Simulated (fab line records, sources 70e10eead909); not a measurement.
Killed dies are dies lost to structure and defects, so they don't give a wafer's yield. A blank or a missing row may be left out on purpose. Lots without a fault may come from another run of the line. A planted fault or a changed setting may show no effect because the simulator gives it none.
A struck lot beside a sound one | flow nand_harc | 13 steps out of a route of 1302
Sound: wafers L840.1, L840.3, L840.4. Struck: wafers L832.3, L832.4, L832.5. The cause comes at the end.
At each step with rows: each side's tool, then ch and its chambers, then its first start. Under that, the readings that differ: sound wafers | struck wafers | difference of the means | sigmas: that difference in standard deviations of wafers without a fault.
alike: readings whose means differ by less than 2 such deviations, and words and numbers that are the same on both sides. not compared: withheld readings, readings that some wafer has no value for, bounds like >300 that may hide the same value, and numbers for which the record gives no deviation and whose values overlap.
The two part at a step that has a row with sigmas, a row that says differs or no value, or rows on one side only. Numbers that don't overlap but have no deviation are shown without sigmas and don't part them. A reading that every wafer of one side lacks parts them only if that side has two wafers or more.

NHARC_A_SLIT_ETCH_29: etches the open film in CF4/O2, target depth 100 nm, overetch 10 nm, time 55 s.
  sound on rie_diel-12 ch 0,1,3, day 27 14:11; struck on rie_diel-12 ch 0,1,3, day 24 03:38
  alike: cf4_flow_sccm, drypump_motor_current_A, oes_product_au, rf_vpp_V, showerhead_plenum_p_Torr, throttle_valve_pct
  not compared: rf_hours_counter_h
NHARC_A_SLIT_STRIP_18: strips in O2.
  sound on rie_diel-12 ch 0,1,2; struck on rie_diel-12 ch 0,3
  alike: drypump_motor_current_A, oes_product_au, rf_vpp_V, showerhead_plenum_p_Torr, throttle_valve_pct
  not compared: rf_hours_counter_h
then, 2 steps without rows for these wafers: NHARC_A_SLIT_PRECLEAN_19 (cleans in SC1); NHARC_A_SLIT_SRD_20.
NHARC_A_SLIT_CD_MEAS_21:
  sound on cd_sem-02, day 27 14:43; struck on cd_sem-02, day 24 04:11
  alike: cd_nm
then, 3 steps without rows for these wafers: NHARC_A_SIN_REMOVE_WET_00 (chemistry H3PO4, time 15300 s); NHARC_A_SIN_REMOVE_PRECLEAN_01 (cleans in SC1); NHARC_A_SIN_REMOVE_SRD_02.
NHARC_A_SIN_REMOVE_INSPECT_04:
  sound on defect_inspect-02, day 27 21:22; struck on defect_inspect-02, day 24 10:54
  alike: raw_defect_count
NHARC_A_WL_FILL_ALD_00: deposits Al2O3, target thk 3 nm, pulse time 3 s, ald cycles 30.
  sound on ald_hk-04 ch 0,1,2, day 27 21:28; struck on ald_hk-02 ch 1,2, day 24 10:58
  reading            | sound       | struck      | difference | sigmas
  heater_power_w (W) | 595 545 463 | 420 464 428 | -97        | -2
  alike: ald_cycles, precursor_pulse_height_rel
NHARC_A_WL_FILL_RTA_01: time 5 s.
  sound on rtp_anneal-01 ch 0, day 27 21:42; struck on rtp_anneal-01 ch 0, day 24 11:17
  alike: lamp_power_pct, lamp_zone_7_pct, wafer_temp_C_max
NHARC_A_WL_FILL_ALD_02: deposits TiN, target thk 2 nm, pulse time 3 s, ald cycles 100.
  sound on ald_metal-03 ch 0,2,3, day 27 21:55; struck on ald_metal-03 ch 0,1,2, day 24 11:27
  reading    | sound       | struck   | difference | sigmas
  ald_cycles | 100 100 100 | 83 83 83 | -17        |
  alike: heater_power_w, precursor_pulse_height_rel
-- the record jumps here: 4 days lie between the struck wafers' starts before and after (it left off in module A_WL_FILL and takes up again in module END, whose first step shown is number 1302 of the route) --
NHARC_END_SORT_01:
  sound on prober-01 ch 0, day 31 22:56; struck on prober-02 ch 0, day 28 13:32
  alike: killed_at_array, killed_at_other, killed_at_periphery, killed_dies, killed_open, killed_short

WHERE THEY PART
Only at NHARC_A_WL_FILL_ALD_00, within this record. Later steps at which nothing parts them and some readings are alike: NHARC_A_WL_FILL_RTA_01, NHARC_A_WL_FILL_ALD_02, NHARC_END_SORT_01.

WHY: what the simulator had put in
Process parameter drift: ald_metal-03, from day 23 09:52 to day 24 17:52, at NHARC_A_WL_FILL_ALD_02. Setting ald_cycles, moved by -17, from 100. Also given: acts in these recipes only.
